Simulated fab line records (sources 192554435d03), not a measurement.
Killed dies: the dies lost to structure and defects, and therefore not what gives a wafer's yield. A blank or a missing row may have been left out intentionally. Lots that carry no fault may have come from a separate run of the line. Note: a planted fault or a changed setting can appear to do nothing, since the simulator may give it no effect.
Problem report, 8D (eight disciplines) form, completed by code | flow n5_finfet | the parts of the form that need people (team, actions taken, sign-off) are left out

## 1. THE ISSUE
At N5_PASSIVATION_PASS_ETCH_47, run_length_s averages 446.5 s over 2 wafers from 2 lots, while fault-free wafers read 408.5 s, standard deviation 0.36. So: +99 or more standard deviations from the usual mean.
The step: etches SiNx in CF4/O2, target depth 770 nm, time 385 s.
First seen on wafer L254.3, day 16 13:34, on rie_diel-06. Wafers with a number at this step in the record: 33, from 11 lots. By rule, "out" or "out of limits" means more than 4 standard deviations away from the usual mean. The rest of the wafers with a number are treated as sound.

## 2. WHAT IT IS; WHAT IT IS NOT
question                    | is                | is not
which readings at this step | run_length_s      | drypump_motor_current_A, oes_f_703_au, oes_product_au, showerhead_plenum_p_Torr, throttle_valve_pct
which lots                  | L254, L256        | L240, L244, L245, L249, L250, L252, L255, L260, L262
which wafers of those lots  | L254.3, L256.4    | L254.1, L254.5, L256.2, L256.6
read on which tools         | rie_diel-06       | rie_diel-02, rie_diel-04
when                        | from day 16 13:34 | up to then (20 sound wafers); but 11 sound wafers of L255, L256, L260, L262 came after

## 3. WHAT RULES OUT EACH SUSPECT
Counting: a tool at a process step up to the reading stays a suspect if it ran every lot that is out. Sound lots after the first of them don't rule it out here, since some wafers of a struck lot are sound.
- rtp_anneal-02 at N5_BEOL_M15_ANNEAL_48 (time 90 s): kept. It processed each lot that is out (first: L254, day 15 23:37); up to then, its last sound lot is L252 (day 15 09:13).
- pvd_sputter-02 at N5_PASSIVATION_DEGAS_18 (time 60 s): kept. It processed each lot that is out (first: L254, day 16 10:47); up to then, its last sound lot is L252 (day 15 17:46).
- rie_diel-06 at N5_PASSIVATION_PASS_ETCH_47 (etches SiNx in CF4/O2, target depth 770 nm, time 385 s): kept. It processed each lot that is out (first: L254, day 16 13:34); up to then, its last sound lot is L252 (day 15 20:35). Out on those wafers are its own readings of run_length_s.
Left after counting: rtp_anneal-02 at N5_BEOL_M15_ANNEAL_48, pvd_sputter-02 at N5_PASSIVATION_DEGAS_18, rie_diel-06 at N5_PASSIVATION_PASS_ETCH_47.

## 4. THE CAUSE (what the simulator had put in)
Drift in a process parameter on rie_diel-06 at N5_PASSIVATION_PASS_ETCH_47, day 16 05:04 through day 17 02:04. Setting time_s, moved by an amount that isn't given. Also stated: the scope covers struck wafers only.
After counting, 3 suspects remain, this tool included.

## 5. THE EFFECT CHAIN, in route order
Each row: a reading where the mean over the struck wafers with a number is more than 3 standard deviations away from the usual. Readings are gone through only where the record gives a usual standard deviation; hours: the median, over the lots, of the time from a lot's start at the first step in this table giving one to that lot's start at this step; sigmas: the change measured in usual standard deviations.
hours | step                        | reading      | usual   | on struck wafers | change | sigmas
0     | N5_PASSIVATION_PASS_ETCH_47 | run_length_s | 408.5 s | 446.5            | +38.0  | +99 or more
Process steps it contains:
- N5_PASSIVATION_PASS_ETCH_47: etches SiNx in CF4/O2, target depth 770 nm, time 385 s.

## 6. HOW IT WOULD HAVE BEEN CAUGHT EARLIER
The fault began at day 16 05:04; the first out-of-limits reading in this record came at day 16 13:34, 8 hours later.
